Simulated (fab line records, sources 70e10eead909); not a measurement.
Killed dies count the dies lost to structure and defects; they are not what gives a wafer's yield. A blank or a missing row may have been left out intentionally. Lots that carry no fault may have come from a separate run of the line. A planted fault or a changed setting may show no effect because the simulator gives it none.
fab line records	flow nand-harc
record: lots: 24	wafers: 72	last-day: 33
route steps=1302 shown A_SLIT@943 A_CONTACT@1018
lots that met no fault: taken from a fault-free run of the same line
start-h: the number of hours between the record's first day and the start of the first shown wafer of the lot	wait-h: hours from the lot's prior step to this one	" repeats the value in the row above	L1.1+2: a single row standing in for several wafers	- value missing, or start not given	* or withheld: withheld	< > ~ a bound
route shown NAME@n: a module of which the file shows steps, and the number in the route of the first	usual: the fault-free wafers' mean and standard deviation	same: alike in all rows	chamber/n: place in a boat	sites: the reading at each site	_std_site: their standard deviation	_edge_site: outer sites' mean less inner sites'	radius-mm: for every site, how far away it sits from the centre of the wafer	mask NAME#n: copy n	behind: tool/chamber where the wafer was last shaped	hold: why the lot was held/for how many hours/how that ended	device: the transistor (n, p or np) that didn't switch	end of line: the same wafers' tests at the end of the route	a step given without rows: its recipe and nothing more	killed: count of dies lost to structure and defects at first sort (not the wafer's yield)	map: the dies of a wafer, with x for killed, . for not killed, _ for no die there
set.NAME: the run value of the setting; set.NAME@STEP: its run value at that earlier step	model.NAME: the simulator's own value behind a step, which no gauge read
route steps across a sampled set of lots; one table per step, one row per wafer
services: a tool's chamber out of use, with start hour (start-h, from the record's first day; less than 0 if before it), hours out, and reason
== steps ==
step: NHARC_A_SLIT_STRIP_18
recipe: o2-flow-sccm: 500	ar-flow-sccm: 0	bias-w: 0	chemistry: O2
usual: drypump-motor-current-A: 5.6/0.55	oes-product-au: 0.999/0.014	rf-vpp-V: 58.1/0.95	showerhead-plenum-p-Torr: 3.66/0.12	throttle-valve-pct: 17.036/0.0086
lot.wafer	tool	chamber	start-h	wait-h	drypump-motor-current-A	oes-product-au	rf-hours-counter-h	rf-vpp-V	showerhead-plenum-p-Torr	throttle-valve-pct
L074.1	rie-diel-04	3	-	-	6.3	1.010	5.7	56.9	3.73	17.050
L074.3	"	2	"	"	5.8	1.030	5.9	59.3	3.71	17.042
L074.5	"	3	"	"	6.3	1.001	-	59.0	3.73	17.054
L075.3	rie-diel-11	3	-	-	5.5	1.008	2.8	58.4	3.74	17.018
L075.2	"	1	"	"	4.9	0.978	3.1	57.4	3.63	17.039
L075.4	"	0	"	"	5.6	0.983	-	58.2	3.55	17.036
L076.3	rie-diel-04	2	-	-	5.8	1.019	6.9	58.3	3.71	17.031
L076.1	"	3	"	"	6.3	1.008	6.6	59.5	3.73	17.037
L076.4	"	1	"	"	4.7	0.999	7.5	58.0	3.76	17.030
L077.1	rie-diel-04	0	-	-	5.4	1.016	9.2	59.3	3.77	17.045
L077.2	"	1	"	"	4.7	0.995	9.6	59.5	3.75	17.021
L077.6	"	0	"	"	5.4	1.001	-	59.1	3.77	17.032
L080.1	rie-diel-03	0	-	-	5.2	0.995	2.3	58.7	3.71	17.026
L080.4	"	1	"	"	6.2	0.995	2.3	57.1	3.35	17.039
L080.5	"	1	"	"	6.2	0.995	-	58.4	3.35	17.044
L078.4	rie-diel-04	3	-	-	6.3	1.010	8.6	57.7	3.72	17.046
L078.2	"	0	"	"	5.4	1.004	9.5	58.2	3.77	17.033
L078.6	"	2	"	"	5.8	1.028	-	58.9	3.71	17.033
L082.4	rie-diel-04	1	-	-	4.7	0.986	10.1	58.8	3.75	17.048
L082.1	"	0	"	"	5.4	1.005	9.6	57.6	3.77	17.038
L082.5	"	2	"	"	5.8	1.023	-	59.1	3.71	17.034
L079.3	rie-diel-11	3	-	-	5.5	1.015	5.2	57.5	3.74	17.040
L079.6	"	0	"	"	5.7	0.995	-	57.4	3.55	17.029
L079.5	"	1	"	"	4.9	0.967	-	57.7	3.63	17.022
L081.3	rie-diel-04	0	-	-	5.4	0.996	9.8	58.5	3.77	17.032
L081.2	"	3	"	"	6.3	1.006	9.0	57.7	3.72	17.026
L081.6	"	0	"	"	5.4	1.002	-	56.7	3.77	17.040
L083.3	rie-diel-04	1	-	-	4.7	0.997	0.1	57.4	3.75	17.025
L083.1	"	0	"	"	5.4	1.007	0.2	59.6	3.77	17.037
L083.5	"	1	"	"	4.7	0.989	-	57.4	3.75	17.022
L084.1	rie-diel-03	1	-	-	6.2	0.989	5.2	56.8	3.34	17.045
L084.3	"	0	"	"	5.2	0.982	5.1	57.8	3.71	17.035
L084.5	"	1	"	"	6.2	0.989	-	58.0	3.34	17.031
L085.3	rie-diel-11	2	-	-	6.6	0.999	5.8	57.5	3.45	17.023
L085.2	"	3	"	"	5.5	1.006	7.7	57.9	3.74	17.028
L085.6	"	2	"	"	6.6	1.004	-	58.3	3.45	17.020
L086.1	rie-diel-11	2	-	-	6.6	1.003	6.9	56.6	3.45	17.039
L086.3	"	1	"	"	4.9	0.977	9.0	58.7	3.63	17.053
L086.4	"	3	"	"	5.5	1.010	-	56.8	3.74	17.021
L087.2	rie-diel-04	0	-	-	5.4	0.995	4.2	57.9	3.77	17.050
L087.1	"	1	"	"	4.7	1.010	4.1	58.6	3.75	17.045
L087.6	"	0	"	"	5.4	1.003	-	58.0	3.77	17.039
L089.3	rie-diel-03	1	-	-	6.2	1.003	8.0	58.1	3.34	17.038
L089.6	"	2	"	"	5.5	0.998	-	58.3	3.64	17.036
L089.5	"	3	"	"	5.7	1.005	-	58.8	3.75	17.041
L090.2	rie-diel-03	2	-	-	5.5	1.004	8.6	59.0	3.64	17.034
L090.1	"	3	"	"	5.7	1.002	8.6	56.0	3.75	17.047
L090.4	"	0	"	"	5.2	0.996	8.9	57.9	3.71	17.025
L088.1	rie-diel-11	2	-	-	6.6	0.993	0.4	56.4	3.45	17.030
L088.3	"	1	"	"	4.9	0.992	0.5	57.9	3.63	17.028
L088.5	"	3	"	"	5.5	0.994	-	60.6	3.74	17.035
L091.4	rie-diel-11	2	-	-	6.6	0.984	1.7	56.3	3.45	17.018
L091.5	"	3	"	"	5.5	0.990	-	60.0	3.74	17.031
L091.6	"	0	"	"	5.7	1.004	-	59.6	3.55	17.025
L092.4	rie-diel-04	3	-	-	6.3	1.002	6.0	57.9	3.72	17.047
L092.5	"	0	"	"	5.4	0.997	-	56.5	3.77	17.035
L092.6	"	1	"	"	4.7	1.014	-	56.4	3.75	17.024
L093.4	rie-diel-03	1	-	-	6.2	0.994	1.1	58.0	3.34	17.040
L093.1	"	2	"	"	5.5	1.016	1.1	57.0	3.64	17.038
L093.5	"	1	"	"	6.2	0.985	-	57.6	3.34	17.053
L094.1	rie-diel-04	3	-	-	6.3	1.017	6.5	58.0	3.72	17.030
L094.4	"	2	"	"	5.8	1.018	7.0	59.4	3.71	17.029
L094.5	"	3	"	"	6.4	1.013	-	57.7	3.72	17.038
L095.3	rie-diel-11	3	-	-	5.5	1.009	3.7	57.8	3.73	17.046
L095.1	"	1	"	"	4.9	0.979	5.3	57.0	3.63	17.037
L095.5	"	3	"	"	5.5	1.013	-	59.5	3.73	17.029
L096.4	rie-diel-11	1	-	-	4.9	0.971	5.3	59.3	3.63	17.031
L096.1	"	2	"	"	6.7	0.984	4.3	57.8	3.45	17.045
L096.6	"	0	"	"	5.6	1.001	-	55.7	3.55	17.033
L097.4	rie-diel-11	2	-	-	6.6	0.985	4.4	58.2	3.45	17.041
L097.3	"	3	"	"	5.5	0.995	4.0	58.4	3.73	17.026
L097.1	"	0	"	"	5.6	1.015	5.0	58.6	3.55	17.035
step: NHARC_A_SLIT_CD_MEAS_21
usual: cd-nm: 289.7/1.2
lot.wafer	tool	chamber	start-h	wait-h	cd-nm
L074.1	cd-sem-01	-	460.27	-	289.6
L074.3	"	-	"	"	289.1
L074.5	"	-	"	"	288.4
L075.2	cd-sem-02	-	473.02	-	287.2
L075.3	"	-	"	"	286.3
L075.4	"	-	"	"	287.6
L076.1	cd-sem-01	-	473.34	-	290.3
L076.3	"	-	"	"	289.7
L076.4	"	-	"	"	288.8
L077.1	cd-sem-03	-	505.63	-	289.8
L077.2	"	-	"	"	289.5
L077.6	"	-	"	"	287.9
L080.1	cd-sem-01	-	506.33	-	289.8
L080.4	"	-	"	"	289.4
L080.5	"	-	"	"	288.6
L078.2	cd-sem-03	-	519.69	-	289.8
L078.4	"	-	"	"	289.7
L078.6	"	-	"	"	288.9
L082.1	cd-sem-03	-	526.18	-	289.7
L082.4	"	-	"	"	289.0
L082.5	"	-	"	"	288.8
L079.3	cd-sem-03	-	527.78	-	290.5
L079.5	"	-	"	"	290.7
L079.6	"	-	"	"	290.2
L081.2	cd-sem-01	-	529.98	-	287.4
L081.3	"	-	"	"	288.9
L081.6	"	-	"	"	286.0
L083.1	cd-sem-03	-	548.49	0.1	291.2
L083.3	"	-	"	"	290.3
L083.5	"	-	"	"	289.6
L084.1	cd-sem-02	-	562.16	-	290.1
L084.3	"	-	"	"	289.5
L084.5	"	-	"	"	289.7
L085.2	cd-sem-02	-	577.72	-	289.5
L085.3	"	-	"	"	289.2
L085.6	"	-	"	"	290.2
L086.1	cd-sem-01	-	586.58	-	292.0
L086.3	"	-	"	"	289.6
L086.4	"	-	"	"	290.9
L087.1	cd-sem-02	-	590.35	-	290.1
L087.2	"	-	"	"	289.7
L087.6	"	-	"	"	290.1
L089.3	cd-sem-01	-	601.73	-	290.3
L089.5	"	-	"	"	291.0
L089.6	"	-	"	"	289.7
L090.1	cd-sem-03	-	616.65	-	290.8
L090.2	"	-	"	"	289.7
L090.4	"	-	"	"	290.6
L088.1	cd-sem-03	-	625.26	-	289.9
L088.3	"	-	"	"	290.9
L088.5	"	-	"	"	290.8
L091.4	cd-sem-01	-	639.82	-	291.5
L091.5	"	-	"	"	289.4
L091.6	"	-	"	"	289.6
L092.4	cd-sem-01	-	640.87	-	289.9
L092.5	"	-	"	"	289.4
L092.6	"	-	"	"	289.9
L093.1	cd-sem-03	-	656.75	-	291.0
L093.4	"	-	"	"	290.1
L093.5	"	-	"	"	291.4
L094.1	cd-sem-02	-	659.80	-	290.2
L094.4	"	-	"	"	289.0
L094.5	"	-	"	"	289.4
L095.1	cd-sem-03	-	680.40	-	290.4
L095.3	"	-	"	"	290.5
L095.5	"	-	"	"	289.7
L096.1	cd-sem-01	-	684.25	-	290.7
L096.4	"	-	"	"	289.3
L096.6	"	-	"	"	289.1
L097.1	cd-sem-01	-	688.41	0.1	291.0
L097.3	"	-	"	"	291.6
L097.4	"	-	"	"	291.5
step: NHARC_A_CONTACT_ETCH_90
recipe: target-depth-a: 400	over-etch-frac: 0.5	time-s: 85.7	ion-energy-ev: 120	ch3f-flow-sccm: 50	o2-flow-sccm: 30	ar-flow-sccm: 200	rf-w: 500	bias-w: 100	chemistry: CH3F/O2
usual: drypump-motor-current-A: 5.7/0.44	oes-product-au: 0.95/0.035	rf-vpp-V: 244.3/2.1	showerhead-plenum-p-Torr: 2.46/0.13	throttle-valve-pct: 20.664/0.0084
same: over-etch-frac: 0.5
lot.wafer	tool	chamber	start-h	wait-h	drypump-motor-current-A	oes-product-au	rf-hours-counter-h	rf-vpp-V	showerhead-plenum-p-Torr	throttle-valve-pct
L074.1	rie-diel-06	3	501.31	0.9	5.1	1.01	0	243.4	2.38	20.637
L074.3	"	1	"	"	5.2	1.01	0	242.4	2.36	20.655
L074.5	"	3	"	"	5.1	0.99	-	242.3	2.38	20.671
L076.1	rie-diel-02	2	512.30	0.8	6.0	0.92	43	243.6	2.37	20.664
L076.4	"	0	"	"	5.7	0.92	43	245.1	2.60	20.675
L076.3	"	1	"	"	6.1	0.93	44	244.3	2.45	20.655
L075.3	rie-diel-09	1	513.43	0.6	5.7	1.00	2	246.3	2.59	20.662
L075.4	"	2	"	"	5.2	1.01	1	247.5	2.61	20.675
L075.2	"	3	"	"	6.4	1.01	1	243.4	2.29	20.657
L077.2	rie-diel-02	1	540.69	0.9	6.1	0.93	55	244.0	2.44	20.670
L077.1	"	3	"	"	6.5	0.93	40	245.9	2.62	20.670
L077.6	"	3	"	"	6.5	0.92	-	247.7	2.62	20.667
L080.4	rie-diel-06	2	543.82	0.6	5.7	0.93	8	244.8	2.43	20.661
L080.1	"	0	"	"	5.8	0.91	10	249.1	2.66	20.663
L080.5	"	3	"	"	5.1	0.92	-	243.8	2.37	20.659
L078.2	rie-diel-06	1	560.72	0.8	5.2	0.94	10	242.2	2.36	20.662
L078.6	"	0	"	"	5.8	0.93	-	245.7	2.66	20.663
L078.4	"	3	"	"	5.1	0.92	-	242.6	2.37	20.660
L079.3	rie-diel-09	1	564.66	0.7	5.8	1.00	19	247.2	2.58	20.675
L079.6	"	3	"	"	6.4	1.00	-	241.2	2.28	20.662
L079.5	"	0	"	"	5.2	1.01	-	242.7	2.33	20.673
L082.4	rie-diel-02	3	567.05	0.7	6.6	0.94	51	246.5	2.62	20.662
L082.1	"	0	"	"	5.7	0.92	64	245.6	2.59	20.668
L082.5	"	1	"	"	6.1	0.92	-	242.7	2.44	20.662
L081.2	rie-diel-09	1	573.10	0.9	5.8	0.91	21	245.4	2.58	20.666
L081.3	"	2	"	"	5.2	0.92	22	245.9	2.60	20.660
L081.6	"	0	"	"	5.2	0.93	-	242.7	2.33	20.663
L083.1	rie-diel-09	2	587.98	0.8	5.2	0.92	29	247.4	2.60	20.669
L083.3	"	1	"	"	5.8	0.92	28	247.3	2.58	20.659
L083.5	"	2	"	"	5.2	0.92	-	246.1	2.60	20.661
L084.1	rie-diel-09	1	600.82	0.9	5.7	0.93	34	244.7	2.58	20.685
L084.3	"	0	"	"	5.2	0.93	31	242.7	2.33	20.660
L084.5	"	1	"	"	5.8	0.93	-	245.8	2.58	20.667
L085.3	rie-diel-06	1	613.27	0.7	5.3	0.92	19	242.6	2.35	20.672
L085.2	"	3	"	"	5.1	0.94	19	244.7	2.37	20.665
L085.6	"	1	"	"	5.2	0.93	-	242.3	2.35	20.656
L086.4	rie-diel-06	2	625.48	0.7	5.7	0.91	20	243.8	2.43	20.672
L086.1	"	3	"	"	5.2	0.93	21	241.9	2.37	20.671
L086.3	"	0	"	"	5.8	0.92	23	246.9	2.65	20.679
L087.2	rie-diel-09	3	627.90	0.8	6.4	0.93	39	241.5	2.27	20.675
L087.1	"	1	"	"	5.8	0.92	40	244.7	2.58	20.659
L087.6	"	3	"	"	6.4	0.91	-	242.6	2.27	20.661
L089.3	rie-diel-06	0	637.00	0.8	5.8	1.00	24	245.7	2.65	20.666
L089.5	"	1	"	"	5.3	1.00	-	243.3	2.35	20.643
L089.6	"	2	"	"	5.7	0.98	-	244.6	2.43	20.669
L090.1	rie-diel-09	1	652.80	0.9	5.7	0.94	51	244.8	2.57	20.677
L090.4	"	3	"	"	6.4	0.92	47	241.8	2.27	20.662
L090.2	"	0	"	"	5.2	0.93	46	241.8	2.32	20.672
L088.3	rie-diel-06	0	661.60	0.7	5.8	0.99	29	247.2	2.65	20.677
L088.1	"	1	"	"	5.3	1.00	28	242.2	2.35	20.670
L088.5	"	3	"	"	5.2	1.00	-	243.4	2.37	20.675
L091.4	rie-diel-06	3	678.37	0.7	5.1	1.00	0	242.7	2.37	20.657
L091.5	"	3	"	"	5.1	1.01	-	242.8	2.37	20.656
L091.6	"	0	"	"	5.8	0.99	-	247.8	2.65	20.664
L092.4	rie-diel-06	0	679.32	0.8	5.8	1.00	0	247.8	2.65	20.669
L092.5	"	1	"	"	5.2	0.97	-	241.7	2.35	20.663
L092.6	"	2	"	"	5.8	1.00	-	243.3	2.43	20.664
L093.4	rie-diel-09	0	695.35	0.7	5.2	1.00	2	241.9	2.32	20.662
L093.1	"	3	"	"	6.4	1.00	2	248.1	2.66	20.659
L093.5	"	0	"	"	5.2	1.00	-	241.0	2.32	20.656
L094.1	rie-diel-06	2	698.47	0.9	5.7	0.92	3	244.8	2.42	20.696
L094.4	"	3	"	"	5.1	0.93	4	241.9	2.37	20.665
L094.5	"	1	"	"	5.2	0.91	-	242.5	2.35	20.651
L096.1	rie-diel-02	1	720.07	0.8	6.1	0.96	44	243.8	2.42	20.666
L096.4	"	2	"	"	6.0	0.92	43	241.8	2.34	20.666
L096.6	"	2	"	"	6.0	0.93	-	244.8	2.34	20.682
L095.3	rie-diel-09	3	720.57	0.7	6.4	0.93	8	246.1	2.66	20.661
L095.1	"	2	"	"	5.2	0.93	8	246.9	2.58	20.665
L095.5	"	0	"	"	5.2	0.93	-	241.5	2.32	20.662
L097.3	rie-diel-06	0	725.28	0.6	5.8	0.94	5	246.0	2.65	20.665
L097.4	"	1	"	"	5.3	0.94	5	241.4	2.35	20.655
L097.1	"	2	"	"	5.8	0.96	4	244.1	2.42	20.678
step: NHARC_A_CONTACT_ETCH_102
recipe: target-depth-a: 1000	overetch-a: 100	time-s: 55	ion-energy-ev: 100	cf4-flow-sccm: 80	o2-flow-sccm: 20	ar-flow-sccm: 0	rf-w: 300	bias-w: 100	chemistry: CF4/O2
usual: drypump-motor-current-A: 5.6/0.39	oes-product-au: 0.998/0.0093	rf-vpp-V: 197.8/1.6	showerhead-plenum-p-Torr: 1.34/0.071	throttle-valve-pct: 13.399/0.0094
lot.wafer	tool	chamber	start-h	wait-h	drypump-motor-current-A	oes-product-au	rf-hours-counter-h	rf-vpp-V	showerhead-plenum-p-Torr	throttle-valve-pct
L074.1	rie-diel-06	3	501.81	0.1	5.1	1.004	0	197.8	1.29	13.394
L074.3	"	1	"	"	5.3	0.997	0	198.5	1.28	13.392
L074.5	"	2	"	"	5.8	1.000	-	197.6	1.32	13.405
L076.1	rie-diel-06	3	512.85	0.1	5.1	0.987	4	197.4	1.29	13.401
L076.3	"	0	"	"	5.8	0.995	5	199.0	1.45	13.405
L076.4	"	0	"	"	5.8	0.998	-	201.0	1.45	13.390
L075.4	rie-diel-06	3	513.95	0.1	5.1	0.992	4	196.0	1.29	13.417
L075.2	"	1	"	"	5.2	1.002	1	196.5	1.28	13.405
L075.3	"	2	"	"	5.8	0.997	4	197.2	1.32	13.403
L077.2	rie-diel-06	2	541.23	0.1	5.8	0.974	8	197.9	1.32	13.396
L077.1	"	0	"	"	5.8	1.003	9	200.1	1.44	13.393
L077.6	"	3	"	"	5.1	0.995	-	197.5	1.29	13.403
L080.1	rie-diel-06	0	544.33	0.1	5.8	1.005	10	198.8	1.44	13.394
L080.4	"	2	"	"	5.7	0.987	8	198.0	1.32	13.378
L080.5	"	1	"	"	5.2	1.005	-	197.2	1.28	13.391
L078.2	rie-diel-06	3	561.29	0.1	5.1	0.992	11	196.0	1.29	13.415
L078.4	"	0	"	"	5.8	0.993	-	199.9	1.44	13.390
L078.6	"	3	"	"	5.1	0.985	-	197.2	1.29	13.407
L079.3	rie-diel-09	2	565.22	0.1	5.2	0.999	20	200.1	1.41	13.399
L079.5	"	1	"	"	5.7	1.000	-	200.1	1.40	13.420
L079.6	"	2	"	"	5.2	0.991	-	199.1	1.41	13.386
L082.1	rie-diel-06	0	567.54	0.1	5.8	0.994	14	199.9	1.44	13.401
L082.4	"	2	"	"	5.7	0.995	10	197.2	1.32	13.392
L082.5	"	0	"	"	5.8	0.997	-	199.4	1.44	13.395
L081.3	rie-diel-09	0	573.61	0.1	5.2	1.012	23	196.5	1.26	13.419
L081.2	"	1	"	"	5.7	0.986	21	200.3	1.40	13.399
L081.6	"	3	"	"	6.4	1.004	-	195.7	1.24	13.400
L083.3	rie-diel-09	3	588.83	0.0	6.4	0.993	28	195.0	1.24	13.402
L083.1	"	0	"	"	5.3	1.012	27	197.4	1.26	13.414
L083.5	"	0	"	"	5.2	1.012	-	197.2	1.26	13.399
L084.3	rie-diel-09	3	601.37	0.1	6.4	1.006	32	198.7	1.24	13.389
L084.1	"	0	"	"	5.2	0.999	31	197.3	1.26	13.396
L084.5	"	2	"	"	5.2	0.997	-	200.0	1.41	13.384
L085.2	rie-diel-06	3	613.78	0.1	5.1	0.993	19	196.8	1.29	13.404
L085.3	"	1	"	"	5.3	1.002	19	196.2	1.28	13.394
L085.6	"	0	"	"	5.8	1.001	-	200.0	1.44	13.401
L086.1	rie-diel-06	2	626.00	0.1	5.7	0.984	20	196.9	1.32	13.389
L086.4	"	0	"	"	5.8	0.999	23	200.1	1.44	13.392
L086.3	"	1	"	"	5.2	0.984	21	196.4	1.28	13.412
L087.1	rie-diel-06	1	628.43	0.1	5.2	0.990	21	197.6	1.28	13.391
L087.2	"	2	"	"	5.7	0.977	20	198.1	1.32	13.397
L087.6	"	0	"	"	5.8	0.998	-	199.2	1.44	13.403
L089.3	rie-diel-06	3	637.49	0.1	5.1	1.004	22	197.3	1.29	13.411
L089.6	"	0	"	"	5.8	1.001	-	200.8	1.44	13.382
L089.5	"	1	"	"	5.2	0.994	-	196.1	1.28	13.377
L090.4	rie-diel-06	2	653.32	0.1	5.7	0.998	25	196.9	1.32	13.395
L090.2	"	0	"	"	5.8	1.005	28	199.7	1.44	13.412
L090.1	"	1	"	"	5.2	0.996	26	196.0	1.27	13.391
L088.3	rie-diel-06	2	662.09	0.1	5.7	0.987	26	198.2	1.32	13.402
L088.1	"	3	"	"	5.1	0.999	27	197.6	1.28	13.389
L088.5	"	2	"	"	5.7	0.991	-	197.7	1.32	13.410
L091.4	rie-diel-06	1	678.95	0.1	5.2	0.989	0	196.8	1.27	13.402
L091.6	"	0	"	"	5.8	0.998	-	198.5	1.44	13.407
L091.5	"	1	"	"	5.2	0.992	-	196.1	1.27	13.399
L092.4	rie-diel-06	3	679.89	0.1	5.1	1.008	0	197.6	1.29	13.408
L092.5	"	1	"	"	5.2	0.980	-	197.3	1.27	13.412
L092.6	"	2	"	"	5.8	1.002	-	198.4	1.32	13.389
L093.4	rie-diel-09	2	695.90	0.1	5.2	1.011	2	198.6	1.41	13.393
L093.1	"	3	"	"	6.4	1.006	2	201.3	1.45	13.401
L093.5	"	3	"	"	6.4	1.007	-	198.9	1.45	13.416
L094.1	rie-diel-06	3	698.97	0.1	5.1	1.005	4	197.6	1.28	13.394
L094.4	"	0	"	"	5.8	0.989	4	200.7	1.44	13.397
L094.5	"	2	"	"	5.7	1.006	-	197.0	1.32	13.390
L096.4	rie-diel-02	3	720.77	0.1	6.6	1.020	47	197.4	1.41	13.396
L096.1	"	0	"	"	5.7	0.996	49	199.1	1.39	13.398
L096.6	"	2	"	"	6.0	1.002	-	197.0	1.27	13.405
L095.3	rie-diel-09	3	721.48	0.2	6.4	1.006	9	199.1	1.44	13.415
L095.1	"	0	"	"	5.2	1.008	10	196.1	1.26	13.407
L095.5	"	3	"	"	6.4	1.001	-	199.4	1.44	13.412
L097.4	rie-diel-06	3	725.77	0.1	5.1	1.010	5	197.1	1.28	13.406
L097.3	"	0	"	"	5.8	0.997	5	199.9	1.44	13.382
L097.1	"	1	"	"	5.2	0.986	5	197.2	1.27	13.406
step: NHARC_A_CONTACT_DEP_57
recipe: target-thk-a: 53000	temp-c: 400	material: aC
usual: throttle-valve-pct: 34.999/0.0086
lot.wafer	tool	chamber	start-h	wait-h	throttle-valve-pct
L074.1	acl-dep-01	0	504.93	-	34.995
L074.3	"	0	505.98	-	34.999
L074.5	"	0	507.03	-	34.991
L076.1	acl-dep-03	0	513.57	-	34.993
L076.3	"	0	514.65	-	34.986
L076.4	"	0	"	"	34.992
L075.2	acl-dep-02	0	515.15	-	34.999
L075.3	"	0	"	"	35.003
L075.4	"	0	"	"	34.990
L077.1	acl-dep-03	0	542.18	-	34.995
L077.2	"	0	"	"	35.002
L077.6	"	0	544.88	-	34.999
L080.1	acl-dep-03	0	547.26	-	34.990
L080.4	"	0	548.86	-	34.995
L080.5	"	0	"	"	34.998
L078.2	acl-dep-01	0	568.54	-	35.011
L078.4	"	0	569.61	-	35.011
L078.6	"	0	570.68	-	34.998
L079.3	acl-dep-02	0	573.46	-	35.007
L079.5	"	0	574.54	-	35.002
L079.6	"	0	"	"	35.010
L082.1	acl-dep-03	0	574.71	-	34.997
L082.4	"	0	576.31	-	34.997
L082.5	"	0	"	"	34.983
L081.2	acl-dep-01	0	579.94	-	35.010
L081.3	"	0	"	"	34.988
L081.6	"	0	582.07	-	34.993
L083.1	acl-dep-03	0	589.58	-	35.011
L083.3	"	0	590.65	-	35.008
L083.5	"	0	591.72	-	34.996
L084.1	acl-dep-02	0	602.03	-	34.996
L084.3	"	0	603.10	-	35.011
L084.5	"	0	604.18	-	34.986
L085.2	acl-dep-03	0	621.21	-	35.002
L085.3	"	0	"	"	35.006
L085.6	"	0	623.36	-	34.989
L086.1	acl-dep-03	0	626.66	-	35.001
L086.3	"	0	627.74	-	35.007
L086.4	"	0	"	"	34.988
L087.1	acl-dep-01	0	631.11	-	34.992
L087.2	"	0	"	"	34.991
L087.6	"	0	633.78	-	34.993
L089.3	acl-dep-02	0	639.21	-	35.009
L089.5	"	0	640.28	-	35.002
L089.6	"	0	"	"	34.988
L090.1	acl-dep-01	0	655.76	-	35.018
L090.2	"	0	"	"	35.004
L090.4	"	0	657.38	-	35.005
L088.1	acl-dep-03	0	664.83	-	34.985
L088.3	"	0	665.89	-	34.988
L088.5	"	0	666.95	-	35.001
L091.4	acl-dep-01	0	681.25	-	35.004
L091.5	"	0	"	"	35.006
L091.6	"	0	"	"	35.008
L092.4	acl-dep-02	0	682.95	-	34.997
L092.5	"	0	"	"	35.010
L092.6	"	0	"	"	34.998
L093.1	acl-dep-03	0	696.57	-	34.989
L093.4	"	0	698.19	-	35.002
L093.5	"	0	"	"	35.006
L094.1	acl-dep-02	0	699.62	-	34.998
L094.4	"	0	701.22	-	34.999
L094.5	"	0	"	"	35.012
L096.1	acl-dep-01	0	722.08	-	34.992
L096.4	"	0	723.69	-	34.997
L096.6	"	0	724.76	-	34.989
L095.1	acl-dep-02	0	723.23	-	35.006
L095.3	"	0	724.29	-	35.003
L095.5	"	0	725.36	-	35.003
L097.1	acl-dep-02	0	726.43	-	35.006
L097.3	"	0	727.50	-	34.997
L097.4	"	0	"	"	34.992
step: NHARC_A_CONTACT_CD_MEAS_69
recipe: target-cd-nm: 300	landing-energy-ev: 500
usual: cd-nm: 299.7/0.74
lot.wafer	tool	chamber	start-h	wait-h	cd-nm
L074.1	cd-sem-01	0	508.69	-	299.4
L074.3	"	0	"	"	299.4
L074.5	"	0	"	"	298.7
L076.1	cd-sem-02	0	517.54	-	300.4
L076.3	"	0	"	"	301.3
L076.4	"	0	"	"	299.8
L075.2	cd-sem-02	0	518.61	-	299.6
L075.3	"	0	"	"	300.0
L075.4	"	0	"	"	299.1
L077.1	cd-sem-03	0	546.16	-	300.0
L077.2	"	0	"	"	298.8
L077.6	"	0	"	"	298.8
L080.1	cd-sem-03	0	551.07	-	299.4
L080.4	"	0	"	"	299.4
L080.5	"	0	"	"	299.9
L078.2	cd-sem-01	0	571.83	-	299.3
L078.4	"	0	"	"	298.7
L078.6	"	0	"	"	299.0
L079.3	cd-sem-02	0	576.25	-	299.7
L079.5	"	0	"	"	299.6
L079.6	"	0	"	"	300.2
L082.1	cd-sem-03	0	578.54	-	299.2
L082.4	"	0	"	"	300.3
L082.5	"	0	"	"	299.3
L081.2	cd-sem-03	0	583.36	-	300.0
L081.3	"	0	"	"	300.8
L081.6	"	0	"	"	301.7
L083.1	cd-sem-03	0	593.40	-	300.7
L083.3	"	0	"	"	301.9
L083.5	"	0	"	"	301.0
L084.1	cd-sem-03	0	605.87	-	299.9
L084.3	"	0	"	"	300.2
L084.5	"	0	"	"	299.3
L085.2	cd-sem-03	0	624.64	-	300.7
L085.3	"	0	"	"	299.2
L085.6	"	0	"	"	300.0
L086.1	cd-sem-02	0	630.53	-	299.1
L086.3	"	0	"	"	298.7
L086.4	"	0	"	"	300.4
L087.1	cd-sem-01	0	634.93	-	300.6
L087.2	"	0	"	"	299.3
L087.6	"	0	"	"	299.7
L089.3	cd-sem-02	0	642.11	-	297.9
L089.5	"	0	"	"	299.2
L089.6	"	0	"	"	298.9
L090.1	cd-sem-01	0	659.62	-	300.7
L090.2	"	0	"	"	299.6
L090.4	"	0	"	"	299.0
L088.1	cd-sem-03	0	668.75	-	299.3
L088.3	"	0	"	"	299.7
L088.5	"	0	"	"	299.6
L091.4	cd-sem-03	0	683.90	-	299.4
L091.5	"	0	"	"	298.5
L091.6	"	0	"	"	299.9
L092.4	cd-sem-03	0	685.16	-	300.1
L092.5	"	0	"	"	299.5
L092.6	"	0	"	"	299.0
L093.1	cd-sem-01	0	700.56	-	298.2
L093.4	"	0	"	"	299.7
L093.5	"	0	"	"	299.2
L094.1	cd-sem-03	0	703.58	-	299.5
L094.4	"	0	"	"	299.2
L094.5	"	0	"	"	300.4
L096.1	cd-sem-02	0	726.04	-	298.9
L096.4	"	0	"	"	299.6
L096.6	"	0	"	"	299.4
L095.1	cd-sem-01	0	727.17	-	301.2
L095.3	"	0	"	"	300.5
L095.5	"	0	"	"	300.2
L097.1	cd-sem-01	0	730.42	-	299.5
L097.3	"	0	"	"	299.1
L097.4	"	0	"	"	300.8
== services ==
tool	chamber	start-h	hours	kind
rie-diel-06	3	437.32	1.9	repair
rie-diel-06	0	453.81	4.4	repair
rie-diel-09	-	456.73	0.4	repair
rie-diel-09	0	463.90	4.9	repair
rie-diel-11	2	472.17	13.9	repair
rie-diel-06	-	482.69	7.1	repair
acl-dep-03	-	486.71	13.0	pm
rie-diel-09	-	497.16	9.0	pm
rie-diel-11	-	498.38	18.5	repair
rie-diel-06	1	506.86	6.1	repair
rie-diel-04	-	531.90	9.0	pm
rie-diel-06	2	550.43	13.4	repair
rie-diel-06	-	559.49	0.5	repair
rie-diel-06	-	600.79	1.0	repair
rie-diel-04	2	609.18	3.8	repair
rie-diel-09	0	627.47	2.9	repair
rie-diel-04	-	657.09	0.8	repair
rie-diel-06	-	666.76	9.0	pm
rie-diel-09	-	674.21	9.0	pm
rie-diel-04	2	703.34	5.2	repair
rie-diel-04	-	708.90	9.0	pm
rie-diel-06	2	711.45	9.1	repair
rie-diel-09	1	720.68	1.7	repair
rie-diel-09	1	724.68	3.9	repair
== key ==
fault none
